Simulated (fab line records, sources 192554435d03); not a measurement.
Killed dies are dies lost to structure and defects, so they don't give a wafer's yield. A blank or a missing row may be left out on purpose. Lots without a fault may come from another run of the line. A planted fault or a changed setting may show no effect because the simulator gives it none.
Chamber matching | flow n5_finfet | N5_BEOL_M1_STRIP_66 on rie_diel-02: 4 sister chambers
The step strips in CF4. 20 wafers are shown with their chamber, then 9 later ones without.

WAFERS WITH THEIR CHAMBER
wafer  | chamber | drypump_motor_current_A (A) | throttle_valve_pct (%) | rf_vpp_V (V)
L074.1 | 0       | 6.0                         | 13.97                  | 270.6
L074.4 | 1       | 5.9                         | 13.71                  | 269.3
L074.5 | 0       | 6.0                         | 13.99                  | 269.8
L075.3 | 0       | 6.0                         | 13.99                  | 271.1
L075.5 | 0       | 6.0                         | 13.99                  | 271.9
L075.6 | 3       | 4.7                         | 13.79                  | 270.1
L076.1 | 1       | 5.9                         | 13.73                  | 268.7
L076.3 | 0       | 6.0                         | 13.98                  | 271.0
L076.5 | 1       | 5.9                         | 13.71                  | 270.1
L078.1 | 3       | 4.8                         | 13.78                  | 271.6
L078.4 | 0       | 6.0                         | 14.01                  | 270.1
L078.5 | 2       | 5.6                         | 13.40                  | 272.7
L077.1 | 2       | 5.6                         | 13.40                  | 272.5
L077.5 | 0       | 6.0                         | 14.00                  | 271.8
L079.2 | 1       | 5.9                         | 13.15                  | 272.9
L079.4 | 3       | 4.7                         | 13.79                  | 270.7
L079.6 | 2       | 5.6                         | 13.42                  | 271.7
L085.2 | 3       | 4.8                         | 13.84                  | 272.7
L085.5 | 2       | 5.6                         | 13.43                  | 272.0
L085.6 | 3       | 4.7                         | 13.82                  | 270.7

SIGNATURES (means of the wafers above)
reading                 | chamber 0 | chamber 1 | chamber 2 | chamber 3 | scatter within a chamber
drypump_motor_current_A | 6.000     | 5.900     | 5.600     | 4.740     | 0.0274
throttle_valve_pct      | 13.9900   | 13.5750   | 13.4125   | 13.8040   | 0.124
rf_vpp_V                | 270.900   | 270.250   | 272.225   | 271.160   | 1.09
Rule: a wafer's distance from a chamber is the root of the sum, over the readings, of the square of ((its reading less the chamber's mean) divided by the reading's scatter). The wafer belongs to the nearest chamber; if the next one is less than 2 further off, it can't be placed. The scatter: the root of (the sum of the squares of (reading less its chamber's mean) over the shown wafers, divided by (wafers less chambers)).

WAFERS WITHOUT THEIR CHAMBER
wafer  | drypump_motor_current_A (A) | throttle_valve_pct (%) | rf_vpp_V (V)
L092.1 | 4.7                         | 13.85                  | 270.7
L092.4 | 6.0                         | 14.05                  | 270.0
L092.5 | 4.7                         | 13.87                  | 271.7
L093.1 | 4.7                         | 13.84                  | 272.3
L093.4 | 6.0                         | 14.04                  | 269.8
L093.6 | 5.9                         | 13.21                  | 274.3
L097.2 | 6.0                         | 14.06                  | 269.3
L097.4 | 5.9                         | 13.23                  | 271.8
L097.6 | 4.7                         | 13.88                  | 271.7

WHICH CHAMBER EACH WENT THROUGH
wafer  | from the rows above | in truth
L092.1 | 3                   | 3
L092.4 | 0                   | 0
L092.5 | 3                   | 3
L093.1 | 3                   | 3
L093.4 | 0                   | 0
L093.6 | 1                   | 1
L097.2 | 0                   | 0
L097.4 | 1                   | 1
L097.6 | 3                   | 3
Placed correctly: 9 of 9. Can't be placed from these rows: 0. Placed wrongly: 0.
